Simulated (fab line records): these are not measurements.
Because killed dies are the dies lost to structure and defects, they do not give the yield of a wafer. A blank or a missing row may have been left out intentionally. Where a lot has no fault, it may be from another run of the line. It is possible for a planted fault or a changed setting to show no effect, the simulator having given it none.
Problem report in the 8D (eight disciplines) form, filled by code || flow n5 finfet || the parts of the form that need people (team, actions taken, sign-off) are left out

1. PROBLEM STATEMENT
Across 5 wafers from 3 lots, M4_THK at N5_BEOL_M4_THK_MEAS_53 averages 147.5 nm, while fault-free wafers read 40.6 nm with a standard deviation of 2.1. Measured from the usual mean, that is +51 standard deviations.
The step: measures by xrf.
The first sign was on wafer L540.4 at day 11 03:47, on film metro-01. The record holds 29 wafers of 10 lots with a number at this step. By rule, "out" or "out of limits" means more than 4 standard deviations away from the usual mean. The other wafers with a number count as sound.

2. WHAT IT IS; WHAT IT IS NOT
{"question": "which readings at this step", "is": "M4_THK", "is not": "-"}
{"question": "which lots", "is": "L540, L541, L543", "is not": "L532, L534, L537, L539, L551, L552, L553"}
{"question": "which wafers of those lots", "is": "L540.4, L541.2, L541.4, L543.2, L543.4", "is not": "L540.1, L540.5, L541.5, L543.5"}
{"question": "read on which gauges", "is": "film metro-01, film metro-02", "is not": "-"}
{"question": "when", "is": "from day 11 03:47", "is not": "up to then (13 sound wafers); but 11 sound wafers of L541, L543, L551, L552, L553 came after"}

3. SUSPECTS, AND WHAT RULES EACH OUT
Counting: if a tool at a process step up to the reading ran every lot that is out, it stays a suspect. Sound lots after the first of them don't rule it out here, since some wafers of a struck lot are sound.
- ruled out: the gauge at N5_BEOL_M4_THK_MEAS_53. Those wafers that are out were read across 2 gauges (film metro-01, film metro-02).
- cmp-01 at N5_BEOL_M4_CMP_52 (polishes, stops on SiOC, t overpolish 6.8 s, target thk 40 nm): kept. Every lot that is out went through it, the first being L540 (day 11 03:29); the last sound lot it ran before that was L539 (day 11 02:56). Out on those wafers are its own readings of barrier field endpoint s, overpolish run s, time to endpoint s.
Remaining after the count: cmp-01 at N5_BEOL_M4_CMP_52.

4. THE CAUSE (what the simulator had put in)
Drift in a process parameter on cmp-01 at N5_BEOL_M4_CMP_52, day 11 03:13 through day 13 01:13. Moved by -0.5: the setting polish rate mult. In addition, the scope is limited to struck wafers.
After counting, this tool was the only one left.

5. THE EFFECT CHAIN, in route order
Each row: a reading where the mean over the struck wafers with a number is more than 3 standard deviations away from the usual. Scope: only readings with a usual standard deviation given in the record; hours: median across lots of the time from each lot's start at the first step in this table that gives one to its start at this step; sigmas: change in usual standard deviations.
{"hours": 0, "step": "N5_BEOL_M4_CMP_52", "reading": "barrier field endpoint s", "usual": "25.0 s", "on struck wafers": 41.2, "change": "+16.2", "sigmas": "+23"}
{"hours": 0, "step": "N5_BEOL_M4_CMP_52", "reading": "overpolish run s", "usual": "6.800 s", "on struck wafers": 0.041, "change": -6.759, "sigmas": "-99 or more"}
{"hours": 0, "step": "N5_BEOL_M4_CMP_52", "reading": "time to endpoint s", "usual": "64 s", "on struck wafers": 82, "change": "+18", "sigmas": "+5.0"}
{"hours": 0, "step": "N5_BEOL_M4_THK_MEAS_53", "reading": "M4_THK", "usual": "40.6 nm", "on struck wafers": 147.5, "change": "+106.9", "sigmas": "+51"}
{"hours": 1, "step": "N5_BEOL_M4_INSPECT_59", "reading": "raw defect count", "usual": 64, "on struck wafers": 4938, "change": "+4874", "sigmas": "+99 or more"}
{"hours": 105, "step": "N5_PASSIVATION_PROBE_49", "reading": "defect limited yield", "usual": "91.0 %", "on struck wafers": 0.0, "change": -91.0, "sigmas": -65}
{"hours": 105, "step": "N5_PASSIVATION_PROBE_49", "reading": "killed_at_M4_up", "usual": 14, "on struck wafers": 1078, "change": "+1064", "sigmas": "+99 or more"}
{"hours": 105, "step": "N5_PASSIVATION_PROBE_49", "reading": "killed dies", "usual": 106, "on struck wafers": 1180, "change": "+1074", "sigmas": "+63"}
{"hours": 105, "step": "N5_PASSIVATION_PROBE_49", "reading": "killed on rim", "usual": 14, "on struck wafers": 152, "change": "+138", "sigmas": "+35"}
{"hours": 105, "step": "N5_PASSIVATION_PROBE_49", "reading": "sort n pass", "usual": 1073, "on struck wafers": 0, "change": -1073, "sigmas": -56}
{"hours": 105, "step": "N5_PASSIVATION_PROBE_49", "reading": "sort yield pct", "usual": "91.0 %", "on struck wafers": 0.0, "change": -91.0, "sigmas": -57}
The process steps in it:
- N5_BEOL_M4_CMP_52: polishes, stops on SiOC, t overpolish 6.8 s, target thk 40 nm.
- N5_PASSIVATION_PROBE_49

6. HOW IT WOULD HAVE BEEN CAUGHT EARLIER
In this record the first reading out of limits at a measuring or inspecting step was taken at day 11 03:47, 1 hour after the fault began at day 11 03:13.
At N5_BEOL_M4_CMP_52, the tool's own readings (barrier field endpoint s, overpolish run s, time to endpoint s) were out on each struck wafer the step has a row for, so an alarm limit on them would have fired on the first such wafer.
Among the 3 lots that are out, L541, L543 began N5_BEOL_M4_CMP_52 on cmp-01 after day 11 03:47. A hold on the tool at that time would have spared those 2.
